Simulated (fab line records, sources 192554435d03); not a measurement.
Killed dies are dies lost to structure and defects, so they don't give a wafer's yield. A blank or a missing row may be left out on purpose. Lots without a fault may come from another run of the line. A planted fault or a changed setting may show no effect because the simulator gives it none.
Chamber matching | flow n5_finfet | N5_BEOL_M7_CURE_74 on uv_cure-02: 3 sister chambers
The step cures SiCOH lowk, time 240 s. 20 wafers are shown with their chamber, then 10 later ones without.

WAFERS WITH THEIR CHAMBER
wafer  | chamber | wafer_temp_C_max | lamp_power_pct (%)
L077.1 | 0       | 386.1            | 52.34
L077.2 | 0       | 386.1            | 52.35
L077.5 | 0       | 386.2            | 52.32
L078.1 | 2       | 386.5            | 52.34
L078.2 | 2       | 386.1            | 52.31
L078.6 | 2       | 386.4            | 52.37
L080.1 | 1       | 386.5            | 52.37
L080.3 | 1       | 386.8            | 52.36
L080.5 | 1       | 386.7            | 52.31
L079.1 | 2       | 387.0            | 52.38
L079.4 | 2       | 386.5            | 52.22
L079.5 | 2       | 386.8            | 52.36
L082.1 | 1       | 386.4            | 52.34
L082.2 | 1       | 386.4            | 52.29
L082.6 | 1       | 386.2            | 52.31
L083.3 | 1       | 386.5            | 52.26
L083.5 | 1       | 386.4            | 52.39
L083.6 | 1       | 386.0            | 52.31
L085.1 | 1       | 386.0            | 52.35
L085.3 | 1       | 386.1            | 52.35

SIGNATURES (means of the wafers above)
reading          | chamber 0 | chamber 1 | chamber 2 | scatter within a chamber
wafer_temp_C_max | 386.133   | 386.364   | 386.550   | 0.266
lamp_power_pct   | 52.3367   | 52.3309   | 52.3300   | 0.0439
Rule: a wafer's distance from a chamber is the root of the sum, over the readings, of the square of ((its reading less the chamber's mean) divided by the reading's scatter). The wafer belongs to the nearest chamber; if the next one is less than 2 further off, it can't be placed. The scatter: the root of (the sum of the squares of (reading less its chamber's mean) over the shown wafers, divided by (wafers less chambers)).

WAFERS WITHOUT THEIR CHAMBER
wafer  | wafer_temp_C_max | lamp_power_pct (%)
L085.6 | 386.4            | 52.28
L088.1 | 386.4            | 52.42
L088.3 | 386.7            | 52.48
L088.6 | 386.5            | 52.32
L095.3 | 386.0            | 52.34
L095.4 | 386.2            | 52.31
L095.5 | 386.1            | 52.29
L097.1 | 386.8            | 52.37
L097.2 | 386.8            | 52.25
L097.6 | 386.3            | 52.29

WHICH CHAMBER EACH WENT THROUGH
wafer  | from the rows above          | in truth
L085.6 | can't be placed: 1 or 2 or 0 | 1
L088.1 | can't be placed: 1 or 2 or 0 | 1
L088.3 | can't be placed: 2 or 1 or 0 | 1
L088.6 | can't be placed: 2 or 1 or 0 | 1
L095.3 | can't be placed: 0 or 1 or 2 | 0
L095.4 | can't be placed: 0 or 1 or 2 | 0
L095.5 | can't be placed: 0 or 1 or 2 | 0
L097.1 | can't be placed: 2 or 1 or 0 | 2
L097.2 | can't be placed: 2 or 1 or 0 | 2
L097.6 | can't be placed: 1 or 0 or 2 | 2
Placed correctly: 0 of 10. Can't be placed from these rows: 10 (the true chamber is among the candidates in 10). Placed wrongly: 0.
